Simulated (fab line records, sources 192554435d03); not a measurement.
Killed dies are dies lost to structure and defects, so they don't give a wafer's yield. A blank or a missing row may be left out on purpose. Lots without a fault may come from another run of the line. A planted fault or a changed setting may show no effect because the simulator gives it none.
A struck lot beside a sound one | flow n5_finfet | 38 steps out of a route of 1938
Sound: wafers L441.4, L441.5, L441.6. Struck: wafers L453.2, L453.3, L453.6. The cause comes at the end.
At each step with rows: each side's tool, then ch and its chambers, then its first start. Under that, the readings that differ: sound wafers | struck wafers | difference of the means | sigmas: that difference in standard deviations of wafers without a fault.
alike: readings whose means differ by less than 2 such deviations, and words and numbers that are the same on both sides. not compared: withheld readings, readings that some wafer has no value for, bounds like >300 that may hide the same value, and numbers for which the record gives no deviation and whose values overlap.
The two part at a step that has a row with sigmas, a row that says differs or no value, or rows on one side only. Numbers that don't overlap but have no deviation are shown without sigmas and don't part them. A reading that every wafer of one side lacks parts them only if that side has two wafers or more.

first, 12 steps without rows for these wafers: N5_GATE_CUT_STRIP_39 (strips in N2/H2); N5_GATE_CUT_HM_OPEN_40 (chemistry C4F6/O2, target SiO2, target depth 139 nm, time 85.1 s); N5_GATE_CUT_STRIP_41 (strips in CF4); N5_GATE_CUT_STRIP_42 (strips in O2); N5_GATE_CUT_ETCH_19 (etches SiNx in CH3F/O2, target depth 53.7 nm, time 76.7 s); N5_GATE_CUT_CUT_ETCH_53 (etches W in SF6/Cl2, target depth 79.2 nm); N5_GATE_CUT_CUT_ETCH_54 (etches TiN in Cl2/BCl3, target depth 96.7 nm); N5_GATE_CUT_CUT_ETCH_55 (etches HfO2 in BCl3, target depth 3.2 nm); N5_GATE_CUT_ETCH_47 (etches SiO2 in Cl2/BCl3, target depth 10 nm); N5_GATE_CUT_VAPOR_ETCH_48 (etches TiN in BCl3/Cl2); N5_GATE_CUT_VAPOR_ETCH_49 (etches TiAlC in BCl3/Cl2); N5_GATE_CUT_VAPOR_ETCH_51 (etches HfO2 in BCl3/Cl2).
N5_GATE_CUT_STRIP_21: strips in N2/H2, time 30 s.
  sound on plasma_asher-02 ch 0,1, day 4 10:14; struck on plasma_asher-02 ch 0,1, day 7 12:04
  no value came back on the struck wafers for drypump_motor_current_A (A), h2_flow_sccm (sccm), heater_power_w (W); on the sound wafers drypump_motor_current_A (A) reads 5.7 5.7 5.0
then, 23 steps without rows for these wafers: N5_GATE_CUT_STRIP_29 (strips in post etch residue remover, time 60 s); N5_GATE_CUT_SRD_52 (time 30 s); N5_GATE_CUT_ALD_22 (deposits SiNx, target thk 16 nm, pulse time 1 s, ald cycles 320); N5_GATE_CUT_CMP_23 (polishes, stops on SiO2, t overpolish 23.4 s, target thk 16 nm); N5_GATE_CUT_CMP_43 (polishes SiO2); N5_GATE_CUT_CMP_61 (polishes, stops on SiNx, t overpolish 3 s); N5_MOL_CONTACT_COAG_COAT_103 (time 60 s, resist thk 80 nm); N5_MOL_CONTACT_COAG_COAT_104 (time 60 s, resist thk 12 nm); N5_MOL_CONTACT_COAG_COAT_58 (time 60 s, resist thk 10 nm); N5_MOL_CONTACT_COAG_COAT_02 (resist thk 30 nm); N5_MOL_CONTACT_COAG_EBR_04; N5_MOL_CONTACT_COAG_SOFTBAKE_03 (time 60 s); N5_MOL_CONTACT_COAG_EXPOSE_05 (exposes mask CA, defocus 0 nm); N5_MOL_CONTACT_COAG_PEB_06 (peb time 60 s); N5_MOL_CONTACT_COAG_DEVELOP_07 (develop time 30 s); N5_MOL_CONTACT_COAG_DESCUM_13 (chemistry O2, time 7 s); N5_MOL_CONTACT_COAG_ETCH_59 (etches underlayer in N2/H2, target depth 13 nm, time 10.4 s); N5_MOL_CONTACT_COAG_ETCH_105 (etches SiARC in CF4, target depth 15.6 nm, time 26 s); N5_MOL_CONTACT_COAG_ETCH_106 (etches SOC in N2/H2, target depth 80 nm, overetch 16 nm, time 120 s); N5_MOL_CONTACT_COAG_STRIP_107 (strips in N2/H2); N5_MOL_CONTACT_COAG_STRIP_108 (strips in N2/H2); N5_MOL_CONTACT_COAG_CONTACT_ETCH_14 (etches SiO2 in C4F6/O2, target depth 27.5 nm, overetch 8.5 nm, time 20 s); N5_MOL_CONTACT_COAG_STRIP_109 (strips in C4F6/O2).
-- the record jumps here: 4 days lie between the struck wafers' starts before and after (it left off in module MOL_CONTACT_COAG and takes up again in module BEOL_M4, whose first step shown is number 1111 of the route) --
N5_BEOL_M4_RC_MEAS_101:
  sound on prober-02 ch 0, day 8 10:49; struck on prober-01 ch 0, day 11 20:59
  reading       | sound          | struck         | difference | sigmas
  SS_N (mV/dec) | 72.0 71.6 72.2 | 71.2 70.6 70.6 | -1.1       | -2
  alike: DIBL_N, DIBL_P, IOFF_N, IOFF_P, ION_N, ION_P, SS_P, VT_N, VT_P
-- the record jumps here: 5 days lie between the struck wafers' starts before and after (it left off in module BEOL_M4 and takes up again in module PASSIVATION, whose first step shown is number 1936 of the route) --
N5_PASSIVATION_PROBE_49:
  the record has rows for the struck wafers here (prober-02, day 16 11:13) and none for the sound ones

WHERE THEY PART
First at N5_GATE_CUT_STRIP_21; last, within this record, at N5_PASSIVATION_PROBE_49.

WHY: what the simulator had put in
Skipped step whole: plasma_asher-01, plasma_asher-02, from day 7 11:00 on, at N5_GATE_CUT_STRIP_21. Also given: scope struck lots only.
